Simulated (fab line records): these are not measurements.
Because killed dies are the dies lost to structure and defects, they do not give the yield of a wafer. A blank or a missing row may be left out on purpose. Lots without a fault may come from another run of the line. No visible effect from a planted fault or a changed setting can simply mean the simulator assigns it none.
Which tool did it? || flow nandHarc || 24 lots with 72 wafers sampled at 4 steps, on a route of 1302 steps

## WHAT THE GAUGES SHOWED, per wafer
NHARC_P_ZERO_WELL_CD_MEAS_24: the cd target is 720 nm.
{"lot": "L074", "measured": "day 1 22:28", "on": "cdSem-01", "cdNm (nm)": "718.7 718.1 719.7"}
{"lot": "L075", "measured": "day 2 08:30", "on": "cdSem-01", "cdNm (nm)": "721.2 720.0 719.7"}
{"lot": "L076", "measured": "day 2 18:37", "on": "cdSem-01", "cdNm (nm)": "720.9 721.5 721.8"}
{"lot": "L077", "measured": "day 3 04:35", "on": "cdSem-02", "cdNm (nm)": "720.6 719.5 719.9"}
{"lot": "L078", "measured": "day 3 14:35", "on": "cdSem-03", "cdNm (nm)": "719.4 719.6 718.8"}
{"lot": "L079", "measured": "day 4 00:29", "on": "cdSem-02", "cdNm (nm)": "720.6 720.8 719.9"}
{"lot": "L080", "measured": "day 4 10:35", "on": "cdSem-01", "cdNm (nm)": "722.7 722.3 722.4"}
{"lot": "L081", "measured": "day 4 20:38", "on": "cdSem-03", "cdNm (nm)": "719.5 719.7 720.4"}
{"lot": "L082", "measured": "day 5 06:38", "on": "cdSem-01", "cdNm (nm)": "719.4 722.6 720.7"}
{"lot": "L083", "measured": "day 5 16:34", "on": "cdSem-01", "cdNm (nm)": "721.5 720.3 722.0"}
{"lot": "L084", "measured": "day 6 02:29", "on": "cdSem-02", "cdNm (nm)": "722.3 720.7 721.0"}
{"lot": "L085", "measured": "day 6 12:48", "on": "cdSem-01", "cdNm (nm)": "719.7 719.5 721.5"}
{"lot": "L086", "measured": "day 6 22:45", "on": "cdSem-02", "cdNm (nm)": "718.9 720.9 719.3"}
{"lot": "L087", "measured": "day 7 08:34", "on": "cdSem-02", "cdNm (nm)": "720.8 722.1 721.0"}
{"lot": "L088", "measured": "day 7 18:24", "on": "cdSem-02", "cdNm (nm)": "722.1 722.4 722.1"}
{"lot": "L089", "measured": "day 8 04:30", "on": "cdSem-02", "cdNm (nm)": "721.4 720.2 721.5"}
{"lot": "L090", "measured": "day 8 14:28", "on": "cdSem-03", "cdNm (nm)": "720.2 721.5 720.3"}
{"lot": "L091", "measured": "day 9 00:28", "on": "cdSem-02", "cdNm (nm)": "720.7 721.9 720.4"}
{"lot": "L092", "measured": "day 9 10:20", "on": "cdSem-01", "cdNm (nm)": "719.0 717.4 719.0"}
{"lot": "L093", "measured": "day 9 20:36", "on": "cdSem-03", "cdNm (nm)": "717.1 718.5 718.9"}
{"lot": "L094", "measured": "day 10 07:32", "on": "cdSem-02", "cdNm (nm)": "720.1 721.0 721.5"}
{"lot": "L095", "measured": "day 10 16:28", "on": "cdSem-02", "cdNm (nm)": "722.2 723.0 722.0"}
{"lot": "L096", "measured": "day 11 02:28", "on": "cdSem-03", "cdNm (nm)": "718.4 718.3 721.5"}
{"lot": "L097", "measured": "day 11 12:41", "on": "cdSem-01", "cdNm (nm)": "719.6 719.6 719.2"}

NHARC_P_STI_CD_MEAS_09: the cd target is 200 nm.
{"lot": "L074", "measured": "day 2 19:50", "on": "cdSem-01", "cdNm (nm)": "201.8 200.3 202.5"}
{"lot": "L075", "measured": "day 3 06:15", "on": "cdSem-02", "cdNm (nm)": "199.9 198.5 197.7"}
{"lot": "L076", "measured": "day 3 17:17", "on": "cdSem-02", "cdNm (nm)": "200.6 198.5 201.9"}
{"lot": "L077", "measured": "day 4 03:52", "on": "cdSem-03", "cdNm (nm)": "200.7 200.0 200.4"}
{"lot": "L078", "measured": "day 4 11:09", "on": "cdSem-01", "cdNm (nm)": "202.5 202.5 203.9"}
{"lot": "L079", "measured": "day 4 22:00", "on": "cdSem-03", "cdNm (nm)": "199.2 200.5 200.7"}
{"lot": "L080", "measured": "day 5 08:37", "on": "cdSem-02", "cdNm (nm)": "200.4 199.9 201.6"}
{"lot": "L081", "measured": "day 5 16:59", "on": "cdSem-01", "cdNm (nm)": "198.9 198.6 201.3"}
{"lot": "L082", "measured": "day 6 05:23", "on": "cdSem-03", "cdNm (nm)": "200.6 198.7 200.1"}
{"lot": "L083", "measured": "day 6 14:25", "on": "cdSem-03", "cdNm (nm)": "197.0 199.8 195.7"}
{"lot": "L084", "measured": "day 7 00:14", "on": "cdSem-03", "cdNm (nm)": "201.1 202.9 201.3"}
{"lot": "L085", "measured": "day 7 09:32", "on": "cdSem-03", "cdNm (nm)": "198.7 200.8 198.4"}
{"lot": "L086", "measured": "day 7 20:59", "on": "cdSem-01", "cdNm (nm)": "197.3 199.2 197.4"}
{"lot": "L087", "measured": "day 8 05:32", "on": "cdSem-02", "cdNm (nm)": "199.1 199.2 198.5"}
{"lot": "L088", "measured": "day 8 15:06", "on": "cdSem-02", "cdNm (nm)": "196.7 198.6 202.1"}
{"lot": "L089", "measured": "day 9 02:29", "on": "cdSem-01", "cdNm (nm)": "201.8 199.2 199.5"}
{"lot": "L090", "measured": "day 9 13:08", "on": "cdSem-02", "cdNm (nm)": "201.2 200.6 201.5"}
{"lot": "L091", "measured": "day 9 21:42", "on": "cdSem-02", "cdNm (nm)": "196.8 198.0 198.1"}
{"lot": "L092", "measured": "day 10 12:17", "on": "cdSem-01", "cdNm (nm)": "197.7 198.9 197.6"}
{"lot": "L093", "measured": "day 11 05:26", "on": "cdSem-01", "cdNm (nm)": "198.3 197.9 198.0"}
{"lot": "L094", "measured": "day 11 05:16", "on": "cdSem-02", "cdNm (nm)": "200.7 201.4 198.7"}
{"lot": "L095", "measured": "day 11 13:23", "on": "cdSem-02", "cdNm (nm)": "196.8 202.3 199.1"}
{"lot": "L096", "measured": "day 12 00:20", "on": "cdSem-02", "cdNm (nm)": "202.2 201.3 202.1"}
{"lot": "L097", "measured": "day 12 09:55", "on": "cdSem-02", "cdNm (nm)": "201.5 200.3 201.9"}

## WHAT TOOL EACH LOT RAN ON (gives the tool, then ch and the chambers of the sampled wafers, and finally the start)
{"lot": "L074", "NHARC_P_ZERO_WELL_ETCH_65": "rieDiel-09 ch 0,1,3, day 1 21:29", "NHARC_P_ZERO_WELL_DESCUM_39": "rieDiel-09 ch 1,2, day 2 00:12"}
{"lot": "L075", "NHARC_P_ZERO_WELL_ETCH_65": "rieDiel-09 ch 0,1,2, day 2 07:30", "NHARC_P_ZERO_WELL_DESCUM_39": "rieDiel-09 ch 1,2, day 2 10:20"}
{"lot": "L076", "NHARC_P_ZERO_WELL_ETCH_65": "rieDiel-09 ch 0,1,2, day 2 17:29", "NHARC_P_ZERO_WELL_DESCUM_39": "rieDiel-12 ch 0,1,3, day 2 20:28"}
{"lot": "L077", "NHARC_P_ZERO_WELL_ETCH_65": "rieDiel-12 ch 1,3, day 3 03:29", "NHARC_P_ZERO_WELL_DESCUM_39": "rieDiel-09 ch 0,2, day 3 06:24"}
{"lot": "L078", "NHARC_P_ZERO_WELL_ETCH_65": "rieDiel-13 ch 0,1,2, day 3 13:29", "NHARC_P_ZERO_WELL_DESCUM_39": "rieDiel-13 ch 0,2,3, day 3 16:27"}
{"lot": "L079", "NHARC_P_ZERO_WELL_ETCH_65": "rieDiel-13 ch 1,2,3, day 3 23:22", "NHARC_P_ZERO_WELL_DESCUM_39": "rieDiel-12 ch 1,2,3, day 4 02:26"}
{"lot": "L080", "NHARC_P_ZERO_WELL_ETCH_65": "rieDiel-13 ch 1,2, day 4 09:29", "NHARC_P_ZERO_WELL_DESCUM_39": "rieDiel-09 ch 0,1,3, day 4 12:28"}
{"lot": "L081", "NHARC_P_ZERO_WELL_ETCH_65": "rieDiel-12 ch 1,2, day 4 19:39", "NHARC_P_ZERO_WELL_DESCUM_39": "rieDiel-09 ch 0,2,3, day 4 22:17"}
{"lot": "L082", "NHARC_P_ZERO_WELL_ETCH_65": "rieDiel-13 ch 1,2,3, day 5 05:31", "NHARC_P_ZERO_WELL_DESCUM_39": "rieDiel-09 ch 2,3, day 5 08:19"}
{"lot": "L083", "NHARC_P_ZERO_WELL_ETCH_65": "rieDiel-09 ch 1,2,3, day 5 15:28", "NHARC_P_ZERO_WELL_DESCUM_39": "rieDiel-09 ch 0,1,2, day 5 18:15"}
{"lot": "L084", "NHARC_P_ZERO_WELL_ETCH_65": "rieDiel-13 ch 1,2, day 6 01:23", "NHARC_P_ZERO_WELL_DESCUM_39": "rieDiel-13 ch 0,2,3, day 6 04:13"}
{"lot": "L085", "NHARC_P_ZERO_WELL_ETCH_65": "rieDiel-12 ch 1,2,3, day 6 11:50", "NHARC_P_ZERO_WELL_DESCUM_39": "rieDiel-09 ch 0,3, day 6 14:28"}
{"lot": "L086", "NHARC_P_ZERO_WELL_ETCH_65": "rieDiel-12 ch 0,1,2, day 6 21:42", "NHARC_P_ZERO_WELL_DESCUM_39": "rieDiel-13 ch 0,2, day 7 00:26"}
{"lot": "L087", "NHARC_P_ZERO_WELL_ETCH_65": "rieDiel-13 ch 0,1,2, day 7 07:29", "NHARC_P_ZERO_WELL_DESCUM_39": "rieDiel-09 ch 0,2,3, day 7 10:16"}
{"lot": "L088", "NHARC_P_ZERO_WELL_ETCH_65": "rieDiel-09 ch 2,3, day 7 17:23", "NHARC_P_ZERO_WELL_DESCUM_39": "rieDiel-09 ch 1,2,3, day 7 20:14"}
{"lot": "L089", "NHARC_P_ZERO_WELL_ETCH_65": "rieDiel-09 ch 0,1,2, day 8 03:22", "NHARC_P_ZERO_WELL_DESCUM_39": "rieDiel-13 ch 1,2,3, day 8 06:20"}
{"lot": "L090", "NHARC_P_ZERO_WELL_ETCH_65": "rieDiel-13 ch 0,1,2, day 8 13:22", "NHARC_P_ZERO_WELL_DESCUM_39": "rieDiel-12 ch 0,1, day 8 16:09"}
{"lot": "L091", "NHARC_P_ZERO_WELL_ETCH_65": "rieDiel-09 ch 1,2,3, day 8 23:30", "NHARC_P_ZERO_WELL_DESCUM_39": "rieDiel-12 ch 0,1,3, day 9 02:17"}
{"lot": "L092", "NHARC_P_ZERO_WELL_ETCH_65": "rieDiel-12 ch 0,1,2, day 9 09:22", "NHARC_P_ZERO_WELL_DESCUM_39": "rieDiel-13 ch 0,1,2, day 9 12:07"}
{"lot": "L093", "NHARC_P_ZERO_WELL_ETCH_65": "rieDiel-13 ch 2,3, day 9 19:29", "NHARC_P_ZERO_WELL_DESCUM_39": "rieDiel-09 ch 0,1, day 9 22:17"}
{"lot": "L094", "NHARC_P_ZERO_WELL_ETCH_65": "rieDiel-09 ch 0,3, day 10 06:26", "NHARC_P_ZERO_WELL_DESCUM_39": "rieDiel-13 ch 0,1, day 10 09:13"}
{"lot": "L095", "NHARC_P_ZERO_WELL_ETCH_65": "rieDiel-13 ch 1,2,3, day 10 15:23", "NHARC_P_ZERO_WELL_DESCUM_39": "rieDiel-13 ch 0,2,3, day 10 18:10"}
{"lot": "L096", "NHARC_P_ZERO_WELL_ETCH_65": "rieDiel-09 ch 0,1,2, day 11 01:30", "NHARC_P_ZERO_WELL_DESCUM_39": "rieDiel-09 ch 2,3, day 11 04:16"}
{"lot": "L097", "NHARC_P_ZERO_WELL_ETCH_65": "rieDiel-13 ch 1,2, day 11 11:34", "NHARC_P_ZERO_WELL_DESCUM_39": "rieDiel-13 ch 1,3, day 11 14:31"}
- NHARC_P_ZERO_WELL_ETCH_65: etches the open film in N2/H2, target depth 80 nm, overetch 24 nm, time 87.88 s.
- NHARC_P_ZERO_WELL_DESCUM_39: chemistry O2, time 3 s.

## AS READ BY THE TOOLS THEMSELVES (means over the sampled wafers that have a number; for cases with no such wafer, the mark the record gives instead)
NHARC_P_ZERO_WELL_ETCH_65.
{"lot": "L074", "tool": "rieDiel-09", "drypumpMotorCurrentA (A)": 5.7, "oesProductAu (a.u.)": 1.000, "rfVppV (V)": 431.2, "showerheadPlenumPTorr (Torr)": 2.05, "throttleValvePct (%)": 14.167}
{"lot": "L075", "tool": "rieDiel-09", "drypumpMotorCurrentA (A)": 5.5, "oesProductAu (a.u.)": 0.995, "rfVppV (V)": 430.6, "showerheadPlenumPTorr (Torr)": 2.03, "throttleValvePct (%)": 14.171}
{"lot": "L076", "tool": "rieDiel-09", "drypumpMotorCurrentA (A)": 5.5, "oesProductAu (a.u.)": 0.999, "rfVppV (V)": 430.3, "showerheadPlenumPTorr (Torr)": 2.03, "throttleValvePct (%)": 14.172}
{"lot": "L077", "tool": "rieDiel-12", "drypumpMotorCurrentA (A)": 5.3, "oesProductAu (a.u.)": 1.003, "rfVppV (V)": 432.5, "showerheadPlenumPTorr (Torr)": 2.10, "throttleValvePct (%)": 14.179}
{"lot": "L078", "tool": "rieDiel-13", "drypumpMotorCurrentA (A)": 5.8, "oesProductAu (a.u.)": 1.015, "rfVppV (V)": 429.5, "showerheadPlenumPTorr (Torr)": 2.00, "throttleValvePct (%)": 14.171}
{"lot": "L079", "tool": "rieDiel-13", "drypumpMotorCurrentA (A)": 5.3, "oesProductAu (a.u.)": 0.997, "rfVppV (V)": 431.3, "showerheadPlenumPTorr (Torr)": 2.07, "throttleValvePct (%)": 14.167}
{"lot": "L080", "tool": "rieDiel-13", "drypumpMotorCurrentA (A)": 5.4, "oesProductAu (a.u.)": 0.999, "rfVppV (V)": 431.5, "showerheadPlenumPTorr (Torr)": 2.03, "throttleValvePct (%)": 14.175}
{"lot": "L081", "tool": "rieDiel-12", "drypumpMotorCurrentA (A)": 5.9, "oesProductAu (a.u.)": 1.000, "rfVppV (V)": 429.9, "showerheadPlenumPTorr (Torr)": 2.00, "throttleValvePct (%)": 14.170}
{"lot": "L082", "tool": "rieDiel-13", "drypumpMotorCurrentA (A)": 5.3, "oesProductAu (a.u.)": 1.004, "rfVppV (V)": 431.2, "showerheadPlenumPTorr (Torr)": 2.06, "throttleValvePct (%)": 14.171}
{"lot": "L083", "tool": "rieDiel-09", "drypumpMotorCurrentA (A)": 5.9, "oesProductAu (a.u.)": 1.008, "rfVppV (V)": 431.3, "showerheadPlenumPTorr (Torr)": 2.05, "throttleValvePct (%)": 14.168}
{"lot": "L084", "tool": "rieDiel-13", "drypumpMotorCurrentA (A)": 5.6, "oesProductAu (a.u.)": 1.002, "rfVppV (V)": 430.2, "showerheadPlenumPTorr (Torr)": 2.00, "throttleValvePct (%)": 14.169}
{"lot": "L085", "tool": "rieDiel-12", "drypumpMotorCurrentA (A)": 5.8, "oesProductAu (a.u.)": 1.008, "rfVppV (V)": 431.6, "showerheadPlenumPTorr (Torr)": 2.07, "throttleValvePct (%)": 14.169}
{"lot": "L086", "tool": "rieDiel-12", "drypumpMotorCurrentA (A)": 5.4, "oesProductAu (a.u.)": 1.005, "rfVppV (V)": 427.9, "showerheadPlenumPTorr (Torr)": 1.97, "throttleValvePct (%)": 14.177}
{"lot": "L087", "tool": "rieDiel-13", "drypumpMotorCurrentA (A)": 5.8, "oesProductAu (a.u.)": 0.998, "rfVppV (V)": 429.6, "showerheadPlenumPTorr (Torr)": 1.99, "throttleValvePct (%)": 14.170}
{"lot": "L088", "tool": "rieDiel-09", "drypumpMotorCurrentA (A)": 6.3, "oesProductAu (a.u.)": 1.000, "rfVppV (V)": 432.7, "showerheadPlenumPTorr (Torr)": 2.13, "throttleValvePct (%)": 14.169}
{"lot": "L089", "tool": "rieDiel-09", "drypumpMotorCurrentA (A)": 5.5, "oesProductAu (a.u.)": 0.997, "rfVppV (V)": 430.6, "showerheadPlenumPTorr (Torr)": 2.02, "throttleValvePct (%)": 14.172}
{"lot": "L090", "tool": "rieDiel-13", "drypumpMotorCurrentA (A)": 5.8, "oesProductAu (a.u.)": 1.001, "rfVppV (V)": 429.2, "showerheadPlenumPTorr (Torr)": 1.99, "throttleValvePct (%)": 14.166}
{"lot": "L091", "tool": "rieDiel-09", "drypumpMotorCurrentA (A)": 5.9, "oesProductAu (a.u.)": 0.997, "rfVppV (V)": 431.0, "showerheadPlenumPTorr (Torr)": 2.05, "throttleValvePct (%)": 14.171}
{"lot": "L092", "tool": "rieDiel-12", "drypumpMotorCurrentA (A)": 5.4, "oesProductAu (a.u.)": 1.004, "rfVppV (V)": 429.2, "showerheadPlenumPTorr (Torr)": 1.96, "throttleValvePct (%)": 14.165}
{"lot": "L093", "tool": "rieDiel-13", "drypumpMotorCurrentA (A)": 5.5, "oesProductAu (a.u.)": 0.999, "rfVppV (V)": 430.3, "showerheadPlenumPTorr (Torr)": 2.02, "throttleValvePct (%)": 14.163}
{"lot": "L094", "tool": "rieDiel-09", "drypumpMotorCurrentA (A)": 5.6, "oesProductAu (a.u.)": 0.987, "rfVppV (V)": 431.4, "showerheadPlenumPTorr (Torr)": 2.08, "throttleValvePct (%)": 14.171}
{"lot": "L095", "tool": "rieDiel-13", "drypumpMotorCurrentA (A)": 5.3, "oesProductAu (a.u.)": 0.999, "rfVppV (V)": 430.4, "showerheadPlenumPTorr (Torr)": 2.05, "throttleValvePct (%)": 14.178}
{"lot": "L096", "tool": "rieDiel-09", "drypumpMotorCurrentA (A)": 5.5, "oesProductAu (a.u.)": 0.997, "rfVppV (V)": 430.0, "showerheadPlenumPTorr (Torr)": 2.01, "throttleValvePct (%)": 14.162}
{"lot": "L097", "tool": "rieDiel-13", "drypumpMotorCurrentA (A)": 5.4, "oesProductAu (a.u.)": 0.999, "rfVppV (V)": 429.3, "showerheadPlenumPTorr (Torr)": 2.01, "throttleValvePct (%)": 14.169}

NHARC_P_ZERO_WELL_DESCUM_39.
{"lot": "L074", "tool": "rieDiel-09", "drypumpMotorCurrentA (A)": 5.6, "oesProductAu (a.u.)": 0.999, "rfVppV (V)": 57.2, "showerheadPlenumPTorr (Torr)": 1.86, "throttleValvePct (%)": 11.316}
{"lot": "L075", "tool": "rieDiel-09", "drypumpMotorCurrentA (A)": 5.7, "oesProductAu (a.u.)": 0.995, "rfVppV (V)": 57.6, "showerheadPlenumPTorr (Torr)": 1.92, "throttleValvePct (%)": 11.319}
{"lot": "L076", "tool": "rieDiel-12", "drypumpMotorCurrentA (A)": 5.4, "oesProductAu (a.u.)": 1.002, "rfVppV (V)": 57.4, "showerheadPlenumPTorr (Torr)": 1.93, "throttleValvePct (%)": 11.309}
{"lot": "L077", "tool": "rieDiel-09", "drypumpMotorCurrentA (A)": 5.6, "oesProductAu (a.u.)": 0.995, "rfVppV (V)": 57.7, "showerheadPlenumPTorr (Torr)": 1.96, "throttleValvePct (%)": 11.318}
{"lot": "L078", "tool": "rieDiel-13", "drypumpMotorCurrentA (A)": 5.7, "oesProductAu (a.u.)": 1.003, "rfVppV (V)": 58.1, "showerheadPlenumPTorr (Torr)": 1.91, "throttleValvePct (%)": 11.319}
{"lot": "L079", "tool": "rieDiel-12", "drypumpMotorCurrentA (A)": 5.8, "oesProductAu (a.u.)": 1.002, "rfVppV (V)": 58.4, "showerheadPlenumPTorr (Torr)": 1.95, "throttleValvePct (%)": 11.308}
{"lot": "L080", "tool": "rieDiel-09", "drypumpMotorCurrentA (A)": 5.7, "oesProductAu (a.u.)": 0.999, "rfVppV (V)": 58.4, "showerheadPlenumPTorr (Torr)": 1.92, "throttleValvePct (%)": 11.302}
{"lot": "L081", "tool": "rieDiel-09", "drypumpMotorCurrentA (A)": 5.8, "oesProductAu (a.u.)": 0.994, "rfVppV (V)": 57.6, "showerheadPlenumPTorr (Torr)": 1.97, "throttleValvePct (%)": 11.312}
{"lot": "L082", "tool": "rieDiel-09", "drypumpMotorCurrentA (A)": 6.0, "oesProductAu (a.u.)": 0.991, "rfVppV (V)": 57.7, "showerheadPlenumPTorr (Torr)": 1.99, "throttleValvePct (%)": 11.307}
{"lot": "L083", "tool": "rieDiel-09", "drypumpMotorCurrentA (A)": 5.5, "oesProductAu (a.u.)": 0.994, "rfVppV (V)": 56.9, "showerheadPlenumPTorr (Torr)": 1.90, "throttleValvePct (%)": 11.303}
{"lot": "L084", "tool": "rieDiel-13", "drypumpMotorCurrentA (A)": 5.7, "oesProductAu (a.u.)": 1.000, "rfVppV (V)": 57.9, "showerheadPlenumPTorr (Torr)": 1.90, "throttleValvePct (%)": 11.313}
{"lot": "L085", "tool": "rieDiel-09", "drypumpMotorCurrentA (A)": 6.1, "oesProductAu (a.u.)": 0.999, "rfVppV (V)": 57.4, "showerheadPlenumPTorr (Torr)": 1.98, "throttleValvePct (%)": 11.307}
{"lot": "L086", "tool": "rieDiel-13", "drypumpMotorCurrentA (A)": 6.2, "oesProductAu (a.u.)": 1.008, "rfVppV (V)": 58.0, "showerheadPlenumPTorr (Torr)": 1.84, "throttleValvePct (%)": 11.309}
{"lot": "L087", "tool": "rieDiel-09", "drypumpMotorCurrentA (A)": 5.8, "oesProductAu (a.u.)": 0.991, "rfVppV (V)": 58.3, "showerheadPlenumPTorr (Torr)": 1.97, "throttleValvePct (%)": 11.303}
{"lot": "L088", "tool": "rieDiel-09", "drypumpMotorCurrentA (A)": 5.9, "oesProductAu (a.u.)": 0.998, "rfVppV (V)": 58.2, "showerheadPlenumPTorr (Torr)": 1.92, "throttleValvePct (%)": 11.309}
{"lot": "L089", "tool": "rieDiel-13", "drypumpMotorCurrentA (A)": 5.3, "oesProductAu (a.u.)": 1.002, "rfVppV (V)": 58.3, "showerheadPlenumPTorr (Torr)": 1.93, "throttleValvePct (%)": 11.311}
{"lot": "L090", "tool": "rieDiel-12", "drypumpMotorCurrentA (A)": 4.9, "oesProductAu (a.u.)": 1.003, "rfVppV (V)": 57.9, "showerheadPlenumPTorr (Torr)": 1.83, "throttleValvePct (%)": 11.318}
{"lot": "L091", "tool": "rieDiel-12", "drypumpMotorCurrentA (A)": 5.4, "oesProductAu (a.u.)": 1.006, "rfVppV (V)": 57.7, "showerheadPlenumPTorr (Torr)": 1.91, "throttleValvePct (%)": 11.312}
{"lot": "L092", "tool": "rieDiel-13", "drypumpMotorCurrentA (A)": 5.8, "oesProductAu (a.u.)": 0.998, "rfVppV (V)": 58.3, "showerheadPlenumPTorr (Torr)": 1.86, "throttleValvePct (%)": 11.313}
{"lot": "L093", "tool": "rieDiel-09", "drypumpMotorCurrentA (A)": 5.4, "oesProductAu (a.u.)": 1.003, "rfVppV (V)": 57.9, "showerheadPlenumPTorr (Torr)": 1.83, "throttleValvePct (%)": 11.314}
{"lot": "L094", "tool": "rieDiel-13", "drypumpMotorCurrentA (A)": 6.0, "oesProductAu (a.u.)": 1.001, "rfVppV (V)": 57.9, "showerheadPlenumPTorr (Torr)": 1.86, "throttleValvePct (%)": 11.310}
{"lot": "L095", "tool": "rieDiel-13", "drypumpMotorCurrentA (A)": 5.7, "oesProductAu (a.u.)": 1.006, "rfVppV (V)": 57.6, "showerheadPlenumPTorr (Torr)": 1.89, "throttleValvePct (%)": 11.322}
{"lot": "L096", "tool": "rieDiel-09", "drypumpMotorCurrentA (A)": 6.2, "oesProductAu (a.u.)": 1.002, "rfVppV (V)": 57.8, "showerheadPlenumPTorr (Torr)": 1.99, "throttleValvePct (%)": 11.312}
{"lot": "L097", "tool": "rieDiel-13", "drypumpMotorCurrentA (A)": 5.1, "oesProductAu (a.u.)": 0.997, "rfVppV (V)": 57.6, "showerheadPlenumPTorr (Torr)": 1.94, "throttleValvePct (%)": 11.307}

## THE ANSWER, worked out from the rows above alone
Rule: usual is defined by the lots themselves. The widest of any qualifying gaps counts: lots, ordered by their means at a reading, are off when they make up no more than a third of the lots, leave a main group of 4 or more, and stand apart from it by 3 or more times the standard deviation of that group's means. Not used: any main group whose means are identical at the precision the tables above print for the reading. A lot without any number at a reading at which 4 lots or more have one is off too. All remaining lots with rows at the step are treated as sound. Order of review: gauges by route order, followed by the tools' own readings, for which a lot's mean as printed above is used. At the first step where some lot is off, the reading lying furthest off is the one used; lots without a number count as furthest.
No lot is off at any reading shown: from this, nothing can be told.

## WHAT WAS PUT IN BY THE SIMULATOR
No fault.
